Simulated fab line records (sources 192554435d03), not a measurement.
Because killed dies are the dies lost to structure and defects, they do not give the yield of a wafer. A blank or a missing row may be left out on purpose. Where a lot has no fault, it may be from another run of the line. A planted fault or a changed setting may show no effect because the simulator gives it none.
Matching of chambers :: flow n5 finfet :: N5_BEOL_M7_ETCH_66 on rie diel-03 has 4 sister chambers
The step etches SOC in N2/H2, target depth 80 nm, overetch 16 nm, time 120 s. 8 wafers are shown with their chamber, then 11 later ones without.

## WAFERS, EACH WITH ITS CHAMBER
wafer: L075.1
chamber: 3
showerhead plenum p Torr (Torr): 2.61
throttle valve pct (%): 17.89

wafer: L080.4
chamber: 0
showerhead plenum p Torr (Torr): 2.54
throttle valve pct (%): 17.63

wafer: L082.4
chamber: 2
showerhead plenum p Torr (Torr): 2.50
throttle valve pct (%): 17.91

wafer: L082.6
chamber: 3
showerhead plenum p Torr (Torr): 2.61
throttle valve pct (%): 17.89

wafer: L083.4
chamber: 1
showerhead plenum p Torr (Torr): 2.49
throttle valve pct (%): 17.51

wafer: L083.5
chamber: 1
showerhead plenum p Torr (Torr): 2.49
throttle valve pct (%): 17.51

wafer: L083.6
chamber: 2
showerhead plenum p Torr (Torr): 2.50
throttle valve pct (%): 17.93

wafer: L088.1
chamber: 0
showerhead plenum p Torr (Torr): 2.53
throttle valve pct (%): 17.68

## WAFERS WHOSE CHAMBER IS MISSING
wafer: L088.2
showerhead plenum p Torr (Torr): 2.48
throttle valve pct (%): 17.53

wafer: L088.3
showerhead plenum p Torr (Torr): 2.60
throttle valve pct (%): 17.94

wafer: L090.1
showerhead plenum p Torr (Torr): 2.48
throttle valve pct (%): 17.54

wafer: L090.3
showerhead plenum p Torr (Torr): 2.60
throttle valve pct (%): 17.92

wafer: L090.5
showerhead plenum p Torr (Torr): 2.60
throttle valve pct (%): 17.95

wafer: L095.1
showerhead plenum p Torr (Torr): 2.52
throttle valve pct (%): 17.70

wafer: L095.2
showerhead plenum p Torr (Torr): 2.48
throttle valve pct (%): 17.56

wafer: L095.4
showerhead plenum p Torr (Torr): 2.60
throttle valve pct (%): 17.94

wafer: L097.2
showerhead plenum p Torr (Torr): 2.52
throttle valve pct (%): 17.69

wafer: L097.4
showerhead plenum p Torr (Torr): 2.47
throttle valve pct (%): 17.56

wafer: L097.5
showerhead plenum p Torr (Torr): 2.49
throttle valve pct (%): 17.61

## WHICH CHAMBER EACH ONE RAN IN
wafer: L088.2
from the rows above: 1
in truth: 1

wafer: L088.3
from the rows above: 3
in truth: 3

wafer: L090.1
from the rows above: 1
in truth: 1

wafer: L090.3
from the rows above: 3
in truth: 3

wafer: L090.5
from the rows above: 3
in truth: 3

wafer: L095.1
from the rows above: 0
in truth: 0

wafer: L095.2
from the rows above: 1
in truth: 1

wafer: L095.4
from the rows above: 3
in truth: 3

wafer: L097.2
from the rows above: 0
in truth: 0

wafer: L097.4
from the rows above: 1
in truth: 1

wafer: L097.5
from the rows above: 1
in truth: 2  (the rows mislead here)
10 of 11 placed correctly. Not placeable from these rows: 0. 1 placed wrongly.
How it was worked out, from the rows above alone: a wafer's distance from a chamber is the root of the sum, over the readings, of the square of ((its reading less the chamber's mean) divided by the reading's scatter). The wafer belongs to the nearest chamber; if the next one is less than 2 further off, it can't be placed. For every chamber, the mean is computed from those of its wafers that are shown. The scatter: the root of (the sum of the squares of (reading less its chamber's mean) over the shown wafers, divided by (wafers less chambers)).
